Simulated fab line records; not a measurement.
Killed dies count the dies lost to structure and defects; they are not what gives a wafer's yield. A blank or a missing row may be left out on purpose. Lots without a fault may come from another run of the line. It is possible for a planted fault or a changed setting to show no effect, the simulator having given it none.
What tool caused it? ; flow nand harc ; 36 wafers from 12 lots sampled at 5 of the route's 1302 steps

== WHAT THE GAUGES SHOWED, per wafer ==
NHARC_A_DECK1_JOINT_THK_MEAS_17: measures by ellipsometry. Usual: thk nm 44.8 nm, standard deviation 1.1.
lot;measured;on;thk nm (nm);flag
L948;day 12 23:50;film metro-02;43.5 46.0 44.0;
L957;day 16 13:00;film metro-01;70.7 72.0 71.3;OFF
L959;day 17 04:10;film metro-01;70.2 70.1 68.4;OFF
L961;day 18 04:52;film metro-02;43.6 45.9 43.6;
L963;day 18 23:13;film metro-01;44.4 44.3 44.1;
L965;day 19 23:10;film metro-01;45.2 45.7 44.7;
L964;day 19 23:07;film metro-02;42.8 44.2 44.2;
L966;day 19 21:38;film metro-02;46.7 44.9 44.4;
L967;day 20 09:43;film metro-01;44.3 45.9 42.9;
L968;day 21 05:34;film metro-02;42.9 45.5 45.2;
L969;day 21 12:16;film metro-02;43.0 45.4 44.2;
L971;day 22 01:05;film metro-01;44.3 43.5 44.5;

== WHICH TOOL RAN EACH LOT (tool, then ch and the chambers of the sampled wafers, then the start) ==
lot;NHARC_A_CHANNEL_FILL_D1_ALD_14;NHARC_A_CHANNEL_FILL_D1_ETCHBACK_20;NHARC_A_CHANNEL_FILL_D1_ALD_25;NHARC_A_DECK1_JOINT_DEP_16
L948;ald hk-01 ch 2,3, day 9 21:01;rie diel-09 ch 0,2,3, day 10 15:14;ald hk-02 ch 0,1,2, day 11 03:00;pecvd-04 ch 0,2, day 12 23:36
L957;ald hk-04 ch 0,1,3, day 13 02:58;rie diel-05 ch 1,2, day 13 23:05;ald hk-01 ch 0,3, day 14 12:28;pecvd-04 ch 0,1, day 16 12:43
L959;ald hk-04 ch 0,1,2, day 13 19:42;rie diel-07 ch 0,1,2, day 14 15:49;ald hk-01 ch 0,1,2, day 15 04:22;pecvd-04 ch 0,1,2, day 17 03:53
L961;ald hk-04 ch 0,1,2, day 15 00:41;rie diel-05 ch 1,3, day 15 19:49;ald hk-02 ch 0,2,3, day 16 07:43;pecvd-01 ch 0,1, day 18 04:32
L963;ald hk-01 ch 0,1,2, day 15 17:08;rie diel-09 ch 2,3, day 16 10:26;ald hk-01 ch 0,2,3, day 16 23:20;pecvd-03 ch 1,2, day 18 22:56
L965;ald hk-01 ch 0,1,3, day 16 13:37;rie diel-05 ch 1,2,3, day 17 06:57;ald hk-01 ch 0,2,3, day 17 18:54;pecvd-01 ch 0,1,2, day 19 22:53
L964;ald hk-04 ch 1,3, day 16 13:37;rie diel-07 ch 1,2, day 17 06:59;ald hk-04 ch 1,3, day 17 18:54;pecvd-03 ch 1,2, day 19 22:50
L966;ald hk-01 ch 1,2, day 16 18:35;rie diel-05 ch 0,3, day 17 13:41;ald hk-02 ch 1,2,3, day 18 02:58;pecvd-03 ch 0,1,2, day 19 21:26
L967;ald hk-02 ch 1,2,3, day 17 01:22;rie diel-09 ch 0,2,3, day 17 18:57;ald hk-02 ch 1,3, day 18 08:21;pecvd-04 ch 0,1,2, day 20 09:26
L968;ald hk-01 ch 1,2,3, day 18 05:37;rie diel-09 ch 1,3, day 18 22:44;ald hk-01 ch 0,1,2, day 19 11:26;pecvd-01 ch 1,2, day 21 05:18
L969;ald hk-01 ch 0,3, day 18 10:14;rie diel-09 ch 1,2,3, day 19 03:17;ald hk-04 ch 0,1,2, day 19 17:03;pecvd-04 ch 0,1, day 21 12:02
L971;ald hk-04 ch 0,2,3, day 18 18:19;rie diel-07 ch 1,2, day 19 11:32;ald hk-02 ch 1,3, day 20 00:17;pecvd-03 ch 0,1,2, day 22 00:49
- NHARC_A_CHANNEL_FILL_D1_ALD_14: deposits SiO2, target thk 2.5 nm, pulse time 10 s, ald cycles 25.
- NHARC_A_CHANNEL_FILL_D1_ETCHBACK_20: etches the open film in C4F8/O2/Ar, target depth 27 nm, time 13.5 s.
- NHARC_A_CHANNEL_FILL_D1_ALD_25: deposits SiOx, target thk 60 nm, pulse time 10 s, ald cycles 600.
- NHARC_A_DECK1_JOINT_DEP_16: deposits SiO2, target thk 45 nm.

== WHAT THE TOOLS THEMSELVES READ (means of the sampled wafers that have a number; where no wafer has one, the mark that the record gives instead) ==
NHARC_A_CHANNEL_FILL_D1_ALD_14. Usual: heater power w 495 W, standard deviation 70; precursor pulse height rel 1.001, standard deviation 0.021.
lot;tool;heater power w (W);precursor pulse height rel;flag
L948;ald hk-01;420;0.995;
L957;ald hk-04;517;0.992;
L959;ald hk-04;511;0.982;
L961;ald hk-04;500;1.005;
L963;ald hk-01;507;0.992;
L965;ald hk-01;497;1.007;
L964;ald hk-04;478;1.008;
L966;ald hk-01;446;0.987;
L967;ald hk-02;501;0.996;
L968;ald hk-01;437;0.984;
L969;ald hk-01;545;1.023;
L971;ald hk-04;515;1.020;

NHARC_A_CHANNEL_FILL_D1_ETCHBACK_20. Usual: bias w 1500 W, standard deviation 4.9; oes product au 0.95 a.u., standard deviation 0.035; rf vpp V 977 V, standard deviation 6.
lot;tool;bias w (W);oes product au (a.u.);rf vpp V (V);flag
L948;rie diel-09;1499;0.96;979;
L957;rie diel-05;1501;1.00;974;
L959;rie diel-07;1501;0.92;977;
L961;rie diel-05;1507;0.93;982;
L963;rie diel-09;1498;0.98;982;
L965;rie diel-05;1504;0.94;978;
L964;rie diel-07;1496;0.92;977;
L966;rie diel-05;1501;0.93;981;
L967;rie diel-09;1497;0.92;978;
L968;rie diel-09;1503;0.92;979;
L969;rie diel-09;1498;0.91;976;
L971;rie diel-07;1496;0.92;976;

NHARC_A_CHANNEL_FILL_D1_ALD_25. Usual: heater power w 492 W, standard deviation 68; precursor pulse height rel 0.998, standard deviation 0.021.
lot;tool;heater power w (W);precursor pulse height rel;flag
L948;ald hk-02;494;1.015;
L957;ald hk-01;546;1.007;
L959;ald hk-01;506;0.982;
L961;ald hk-02;473;1.011;
L963;ald hk-01;486;0.993;
L965;ald hk-01;482;1.003;
L964;ald hk-04;483;0.991;
L966;ald hk-02;503;0.985;
L967;ald hk-02;468;0.992;
L968;ald hk-01;515;0.990;
L969;ald hk-04;518;0.981;
L971;ald hk-02;499;1.018;

NHARC_A_DECK1_JOINT_DEP_16. Usual: heater power w 547 W, standard deviation 100; mfc precursor sccm 161.4 sccm, standard deviation 0.45; throttle valve pct 16.1 %, standard deviation 0.51.
lot;tool;heater power w (W);mfc precursor sccm (sccm);throttle valve pct (%);flag
L948;pecvd-04;498;161.8;16.6;
L957;pecvd-04;590;253.9;17.4;OFF
L959;pecvd-04;587;254.2;17.4;OFF
L961;pecvd-01;646;162.0;16.1;
L963;pecvd-03;589;161.5;15.6;
L965;pecvd-01;580;161.3;15.7;
L964;pecvd-03;559;161.3;16.1;
L966;pecvd-03;490;161.5;15.6;
L967;pecvd-04;545;161.5;15.9;
L968;pecvd-01;511;161.7;16.0;
L969;pecvd-04;538;161.2;16.2;
L971;pecvd-03;513;161.0;15.9;

== THE ANSWER, worked out from the rows above alone ==
Rule: take the mean of a lot's wafers that have a number; if it is more than 3 standard deviations from the usual mean, the lot is off. Also off: a lot with no number at a reading for which 4 or more lots have one. The other lots that the step has rows for count as sound. Order of review: gauges by route order, followed by the tools' own readings, for which a lot's mean as printed above is used. At the first step where some lot is off, the reading lying furthest off is the one used; lots without a number count as furthest.
Off: L957, L959, at NHARC_A_DECK1_JOINT_THK_MEAS_17 (thk nm).
If a tool, at a process step before that reading, ran all the lots that are off and no sound lot after the first of them, it fits. Not tried: the gauges at NHARC_A_DECK1_JOINT_THK_MEAS_17; whatever is off there is also off at NHARC_A_DECK1_JOINT_DEP_16, on other tools, and gauge error can't account for it. None of those tried fits.

== WHAT THE SIMULATOR HAD INSERTED ==
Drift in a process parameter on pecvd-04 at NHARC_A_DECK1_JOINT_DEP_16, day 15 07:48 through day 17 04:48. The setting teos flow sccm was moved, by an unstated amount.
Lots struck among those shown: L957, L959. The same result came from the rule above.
